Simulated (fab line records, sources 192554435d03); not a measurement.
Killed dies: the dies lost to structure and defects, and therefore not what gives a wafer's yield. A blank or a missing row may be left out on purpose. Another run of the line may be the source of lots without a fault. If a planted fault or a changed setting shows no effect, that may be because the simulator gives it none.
Matching of chambers + flow n5 finfet + pecvd-02 running N5_BEOL_M8_DEP_56: 3 sister chambers
The step deposits SiCN from 3MS/NH3, target thk 10 nm, time 17.5 s. 3 wafers are shown with their chamber, then 12 later ones without.

== WAFERS, EACH WITH ITS CHAMBER ==
| wafer  | chamber | throttle valve pct (%) |
|--------|---------|------------------------|
| L084.2 | 1       | 8.5                    |
| L086.1 | 0       | 8.7                    |
| L086.5 | 2       | 7.7                    |

== WAFERS MISSING THEIR CHAMBER ==
| wafer  | throttle valve pct (%) |
|--------|------------------------|
| L087.3 | 8.7                    |
| L087.4 | 8.4                    |
| L087.5 | 8.5                    |
| L091.1 | 7.8                    |
| L091.3 | 8.7                    |
| L091.6 | 7.7                    |
| L092.1 | 8.8                    |
| L092.4 | 8.8                    |
| L092.6 | 7.7                    |
| L096.1 | 8.0                    |
| L096.2 | 8.7                    |
| L096.6 | 7.6                    |

== WHICH CHAMBER EACH ONE RAN IN ==
| wafer  | from the rows above     | in truth |
|--------|-------------------------|----------|
| L087.3 | can't be placed: 0 or 1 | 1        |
| L087.4 | can't be placed: 1 or 0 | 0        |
| L087.5 | can't be placed: 1 or 0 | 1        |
| L091.1 | 2                       | 2        |
| L091.3 | can't be placed: 0 or 1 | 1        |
| L091.6 | 2                       | 2        |
| L092.1 | can't be placed: 0 or 1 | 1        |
| L092.4 | can't be placed: 0 or 1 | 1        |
| L092.6 | 2                       | 2        |
| L096.1 | can't be placed: 2 or 1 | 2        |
| L096.2 | can't be placed: 0 or 1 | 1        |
| L096.6 | 2                       | 2        |
4 of 12 placed correctly. These rows do not allow placing 8 (true chamber among the candidates in 8). Placed wrongly: 0.
How it was worked out, from the rows above alone: a wafer's distance from a chamber is the root of the sum, over the readings, of the square of ((its reading less the chamber's mean) divided by the reading's scatter). The wafer belongs to the nearest chamber; if the next one is less than 2 further off, it can't be placed. The mean given for a chamber averages the wafers shown for that chamber. The scatter: with one shown wafer a chamber, the root of the mean of the squares of how far each hidden wafer lies from its nearest shown one.
